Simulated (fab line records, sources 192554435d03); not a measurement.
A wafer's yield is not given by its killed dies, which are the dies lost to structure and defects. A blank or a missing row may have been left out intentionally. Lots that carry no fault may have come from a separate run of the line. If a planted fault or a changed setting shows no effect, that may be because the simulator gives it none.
Lot-split experiment    flow n5-finfet    7 lots, 21 wafers read, on a route of 1938 steps

== THE SPLIT ==
At N5_BEOL_M6_TRENCH_ETCH_37 (etches SiCOH lowk in C4F6/O2, target depth 94.435 nm, time 31.5 s), the setting bias-w was moved away from the recipe's 185 W on 9 of the 21 wafers read, by -17.1% to +16.7%. This setting was run at the recipe's value on the other wafers.

== FROM THE SPLIT TO THE READING: what the file shows between them, 8 steps ==
- N5_BEOL_M6_ETCH_41: etches SiCN in CH3F/O2, target depth 29.7 nm, time 52 s
- N5_BEOL_M6_STRIP_80: strips in N2/H2, time 10 s
- N5_BEOL_M6_OCD_MEAS_38
- N5_BEOL_M6_ALD_77: deposits TaN, target thk 2 nm, pulse time 2 s, purge time 3 s (also split here: co-reactant-pulse-time-s)
- N5_BEOL_M6_SURFACE_TREAT_79
- N5_BEOL_M6_CVD_78: deposits Co from CCTBA/H2, target thk 2 nm, time 142.3 s
- N5_BEOL_M6_ANNEAL_51: time 90 s
- N5_BEOL_M6_CMP_52: polishes, stops on SiCOH lowk, t overpolish 6.9 s, target thk 80 nm

== THE READING ==
M6_THK, in nm, at N5_BEOL_M6_THK_MEAS_53 (measures by xrf). Typical for fault-free wafers on this fab line: 79.7 nm, with standard deviation 1.8 nm.

wafer   tool, chamber at the split  bias-w as run, W  against the recipe  M6_THK, nm  against lot-mates on the recipe
L075.4  rie-diel-03, 2              185               recipe              77.8        -
L075.5  rie-diel-03, 2              215.9             +16.7%              84.8        +7.0
L075.6  rie-diel-03, 3              215.9             +16.7%              84.1        +6.3
L077.1  rie-diel-05, 3              185               recipe              79.2        -
L077.2  rie-diel-05, 1              153.3             -17.1%              73.9        -5.3
L077.5  rie-diel-05, 1              153.3             -17.1%              72.8        -6.4
L078.1  rie-diel-03, 1              185               recipe              76.9        -
L078.4  rie-diel-03, 0              207.2             +12.0%              83.4        +5.8
L078.5  rie-diel-03, 2              185               recipe              78.3        -
L076.1  rie-diel-03, 1              185               recipe              77.3        -
L076.3  rie-diel-03, 3              185               recipe              79.8        -
L076.6  rie-diel-03, 2              185               recipe              81.1        -
L092.3  rie-diel-03, 1              212.9             +15.1%              80.0        +0.9
L092.4  rie-diel-03, 2              185               recipe              80.6        -
L092.5  rie-diel-03, 0              185               recipe              77.6        -
L095.3  rie-diel-03, 3              185               recipe              78.0        -
L095.4  rie-diel-03, 1              185               recipe              76.1        -
L095.5  rie-diel-03, 2              208.8             +12.9%              83.0        +6.0
L096.1  rie-diel-03, 2              185               recipe              79.5        -
L096.2  rie-diel-03, 3              162.5             -12.2%              75.4        -4.1
L096.4  rie-diel-03, 0              162.5             -12.2%              74.9        -4.6

FIT RESULTS
A straight line over all 21 wafers: M6_THK changes by +0.301 nm for each +1% of bias-w; r = +0.90; the points scatter about the line by 1.4 nm.
The same after taking each lot's own level away (the mean of its wafers on the recipe; 21 wafers): +0.348 nm for each +1%; r = +0.92; scatter 1.5 nm.
The reading moves by 6 nm for the largest change in bias-w, on that fit.
From 77.05 to 79.50 nm: that is the span of the lots' own levels, equal to 1.4 times the standard deviation above.
Hence the slope depends on the lot-to-lot level, as the two fits are not the same.
Check: for one of the wafers moved furthest among these (-17.1%), held out of the fit, the line's prediction against its lot-mates is -6.11 nm. It came out at -5.3 nm against them.
Tool readings at the split's step, against how far the setting was moved: rf-vpp-V r = +0.99.

== FURTHER SPLITS ON THESE WAFERS ==
Before the reading, these wafers also passed through other splits. Each is held against what the fit with the lots' levels taken away leaves over:
other split on the same wafers              wafers away from the commonest value  r with M6_THK (lot level and that fit taken away)
N5_BEOL_M5_ETCH_68 time-s                   6                                     -0.01
N5_BEOL_M5_TRENCH_ETCH_37 time-s            5                                     +0.18
N5_BEOL_M6_ALD_77 co-reactant-pulse-time-s  8                                     -0.27

== THE WHOLE CHAIN: every reading that the file lists as answering this split, in the file's order ==
step                       what it does                                                       reading                                                                    change (the file's fit)                r (the file's)
N5_BEOL_M6_TRENCH_ETCH_37  etches SiCOH lowk in C4F6/O2, target depth 94.435 nm, time 31.5 s  rf-vpp-V                                                                   +5.42 V for each +1% of the setting    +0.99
N5_BEOL_M6_TRENCH_ETCH_37  etches SiCOH lowk in C4F6/O2, target depth 94.435 nm, time 31.5 s  etch.depth-nm (the simulator's own value, which no gauge read)             +0.308 nm for each +1% of the setting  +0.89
N5_BEOL_M6_TRENCH_ETCH_37  etches SiCOH lowk in C4F6/O2, target depth 94.435 nm, time 31.5 s  BEOL_M6.feature-depth-nm (the simulator's own value, which no gauge read)  +0.307 nm for each +1% of the setting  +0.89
N5_BEOL_M6_OCD_MEAS_38                                                                        trench-depth-nm                                                            +0.326 nm for each +1% of the setting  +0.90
N5_BEOL_M6_THK_MEAS_53     measures by xrf                                                    M6_THK                                                                     +0.337 for each +1% of the setting     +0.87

== FILE'S OWN FIT ==
M6_THK changes by +0.337 nm for each +1% of bias-w, r = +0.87.
